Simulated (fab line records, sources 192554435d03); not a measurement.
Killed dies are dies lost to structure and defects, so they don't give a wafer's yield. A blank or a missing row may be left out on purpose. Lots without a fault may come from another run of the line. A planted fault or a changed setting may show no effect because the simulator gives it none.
A struck lot beside a sound one | flow n5_finfet | 18 steps out of a route of 1938
Sound: wafers L555.3, L555.4, L555.5. Struck: wafers L566.1, L566.2, L566.6. The cause comes at the end.
At each step with rows: each side's tool, then ch and its chambers, then its first start. Under that, the readings that differ: sound wafers | struck wafers | difference of the means | sigmas: that difference in standard deviations of wafers without a fault.
alike: readings whose means differ by less than 2 such deviations, and words and numbers that are the same on both sides. not compared: withheld readings, readings that some wafer has no value for, bounds like >300 that may hide the same value, and numbers for which the record gives no deviation and whose values overlap.
The two part at a step that has a row with sigmas, a row that says differs or no value, or rows on one side only. Numbers that don't overlap but have no deviation are shown without sigmas and don't part them. A reading that every wafer of one side lacks parts them only if that side has two wafers or more.

first, 1 step without rows for these wafers: N5_STI_FIN_REVEAL_SRD_21 (time 30 s).
N5_STI_FIN_REVEAL_OXIDATION_33: chemistry O2 PLASMA REMOTE, time 20 s.
  sound on plasma_asher-01 ch 0,1, day 3 12:57; struck on plasma_asher-01 ch 0,1, day 6 05:40
  alike: drypump_motor_current_A, heater_power_w, o2_flow_sccm
  not compared: rf_hours_counter_h
then, 2 steps without rows for these wafers: N5_STI_FIN_REVEAL_CLEAN_19 (cleans in O3/DIW, time 120 s); N5_STI_FIN_REVEAL_SRD_23 (time 30 s).
N5_STI_FIN_REVEAL_CD_MEAS_22: target cd 6.238 nm, pitch 28 nm.
  sound on cd_sem-02, day 3 13:06; struck on cd_sem-03, day 6 05:50
  alike: cd_nm
N5_STI_FIN_REVEAL_FIN_H_MEAS_10:
  sound on ocd-02, day 3 13:08; struck on ocd-02, day 6 05:52
  alike: trench_depth_nm
then, 2 steps without rows for these wafers: N5_STI_FIN_REVEAL_PRECLEAN_18 (cleans in SC2, time 45 s); N5_STI_FIN_REVEAL_SRD_28 (time 30 s).
N5_STI_FIN_REVEAL_INSPECT_13: inspects for defects (darkfield).
  sound on defect_inspect-02, day 3 13:13; struck on defect_inspect-02, day 6 05:58
  alike: raw_defect_count
then, 2 steps without rows for these wafers: N5_DUMMY_GATE_PRECLEAN_00 (cleans in O3/DIW, time 60 s); N5_DUMMY_GATE_SRD_01 (time 30 s).
N5_DUMMY_GATE_ALD_02: deposits SiO2, target thk 2 nm, pulse time 1 s.
  sound on ald_sin-04 ch 0,1, day 3 13:19; struck on ald_sin-03 ch 0,2, day 6 06:03
  alike: heater_power_outer_w, heater_power_w, precursor_pulse_height_rel
N5_DUMMY_GATE_CVD_03: deposits a-Si from SiH4, target thk 150 nm, time 8042 s.
  sound on lpcvd-01 ch 1/100,1/104,1/109, day 3 13:25; struck on lpcvd-01 ch 0/15,0/20,0/39, day 6 06:10
  reading                                     | sound                | struck               | difference | sigmas
  spike_tc_bottom_C (C)                       | 552.6 552.6 552.6    | 562.8 562.8 562.8    | +10.2      | +4
  spike_tc_centre_C (C)                       | 530.1 530.1 530.1    | 543.1 543.1 543.1    | +13.0      | +22
  spike_tc_lower_C (C)                        | 530.1 530.1 530.1    | 544.3 544.3 544.3    | +14.2      | +17
  spike_tc_top_C (C)                          | 553.6 553.6 553.6    | 565.1 565.1 565.1    | +11.5      | +28
  spike_tc_upper_C (C)                        | 529.2 529.2 529.2    | 541.7 541.7 541.7    | +12.5      | +20
  susceptor_temp_C (C)                        | 530.44 530.44 530.44 | 542.88 542.88 542.88 | +12.44     | +48
  model.a-Si_of_DUMMY_GATE_CVD_03.thk_nm (nm) | 150.2 150 151.2      | 215.4 215 214        | +64.3      |
  alike: zone_power_centre_pct, zone_power_upper_pct
then, 2 steps without rows for these wafers: N5_DUMMY_GATE_PRECLEAN_46 (cleans in DIW, time 89.5 s); N5_DUMMY_GATE_SRD_47 (dry time 32 s).
N5_DUMMY_GATE_CMP_04: polishes a-Si.
  sound on cmp-03 ch 0,2,3, day 3 17:09; struck on cmp-03 ch 1,2,3, day 6 09:55
  reading                | sound          | struck         | difference | sigmas
  time_to_endpoint_s (s) | 19.8 15.8 16.0 | 28.5 27.1 25.6 | +9.9       | +3
  alike: motor_current_A
  not compared: pad_life_wafers
N5_DUMMY_GATE_THK_MEAS_05:
  sound on film_metro-01, day 3 17:23; struck on film_metro-01, day 6 10:08
  alike: thk_nm
-- the record jumps here: 6 days lie between the struck wafers' starts before and after (it left off in module DUMMY_GATE and takes up again in module BEOL_M4, whose first step shown is number 1111 of the route) --
N5_BEOL_M4_RC_MEAS_101:
  sound on prober-01 ch 0, day 9 08:56; struck on prober-01 ch 0, day 12 12:58
  alike: DIBL_N, DIBL_P, IOFF_N, IOFF_P, ION_N, ION_P, SS_N, SS_P, VT_N, VT_P

WHERE THEY PART
First at N5_DUMMY_GATE_CVD_03; last, within this record, at N5_DUMMY_GATE_CMP_04. Later steps at which nothing parts them and some readings are alike: N5_DUMMY_GATE_THK_MEAS_05, N5_BEOL_M4_RC_MEAS_101.

WHY: what the simulator had put in
Process parameter drift: lpcvd-01, from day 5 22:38 on, at N5_DUMMY_GATE_CVD_03. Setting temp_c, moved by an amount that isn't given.
